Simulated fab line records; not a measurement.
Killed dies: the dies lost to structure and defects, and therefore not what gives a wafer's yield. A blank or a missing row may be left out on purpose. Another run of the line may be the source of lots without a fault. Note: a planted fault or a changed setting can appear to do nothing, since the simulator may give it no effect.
Matching of chambers | flow nand harc | rie diel-04 running NHARC_A_STAIRCASE_DESCUM_443: 4 sister chambers
The step chemistry O2, time 3 s. 16 wafers are shown with their chamber, then 8 later ones without.

## WAFERS WITH THEIR CHAMBER
wafer  | chamber | showerhead plenum p Torr (Torr) | drypump motor current A (A) | oes product au (a.u.)
L079.2 | 0       | 1.95                            | 5.9                         | 0.996
L079.5 | 2       | 1.78                            | 5.6                         | 1.003
L079.6 | 3       | 2.01                            | 6.0                         | 1.000
L075.4 | 2       | 1.78                            | 5.6                         | 1.003
L075.5 | 3       | 2.01                            | 6.0                         | 0.993
L075.6 | 2       | 1.78                            | 5.6                         | 1.004
L084.1 | 3       | 2.00                            | 6.0                         | 0.994
L084.2 | 1       | 2.07                            | 6.1                         | 1.000
L084.3 | 2       | 1.77                            | 5.6                         | 1.008
L087.1 | 2       | 1.77                            | 5.6                         | 1.000
L087.5 | 3       | 2.00                            | 6.0                         | 0.996
L087.6 | 0       | 1.95                            | 6.0                         | 1.014
L092.2 | 1       | 2.06                            | 6.1                         | 1.008
L092.3 | 3       | 2.00                            | 6.1                         | 0.998
L092.4 | 3       | 2.00                            | 6.1                         | 0.994
L091.3 | 1       | 2.06                            | 6.2                         | 1.007

SIGNATURES, as means of the wafers listed above
reading                  | chamber 0 | chamber 1 | chamber 2 | chamber 3 | scatter within a chamber
showerhead plenum p Torr | 1.9500    | 2.0633    | 1.7760    | 2.0033    | 0.00516
drypump motor current A  | 5.950     | 6.133     | 5.600     | 6.033     | 0.0456
oes product au           | 1.00500   | 1.00500   | 1.00360   | 0.99583   | 0.00474
Rule: distance of a wafer from a chamber = root of the sum over the readings of ((wafer's reading minus chamber's mean) / reading's scatter) squared. If the next closest chamber is less than 2 further off than the closest, the wafer can't be placed; otherwise it belongs to the closest. The scatter is the square root of a quotient: the sum, over the shown wafers, of each reading's squared deviation from its chamber's mean, divided by wafers minus chambers.

## WAFERS WHOSE CHAMBER IS MISSING
wafer  | showerhead plenum p Torr (Torr) | drypump motor current A (A) | oes product au (a.u.)
L091.4 | 2.06                            | 6.2                         | 1.007
L091.6 | 1.94                            | 5.9                         | 1.011
L093.1 | 2.00                            | 6.0                         | 0.991
L093.3 | 1.77                            | 5.6                         | 1.016
L093.6 | 1.77                            | 5.6                         | 0.997
L094.1 | 2.06                            | 6.2                         | 1.009
L094.3 | 2.00                            | 6.1                         | 0.995
L094.4 | 1.94                            | 6.0                         | 1.002

## THE CHAMBER EACH PASSED THROUGH
wafer  | from the rows above | in truth
L091.4 | 1                   | 1
L091.6 | 0                   | 0
L093.1 | 3                   | 3
L093.3 | 2                   | 2
L093.6 | 2                   | 2
L094.1 | 1                   | 1
L094.3 | 3                   | 3
L094.4 | 0                   | 0
8 of 8 placed correctly. From these rows, 0 cannot be placed. Wrongly placed: 0.
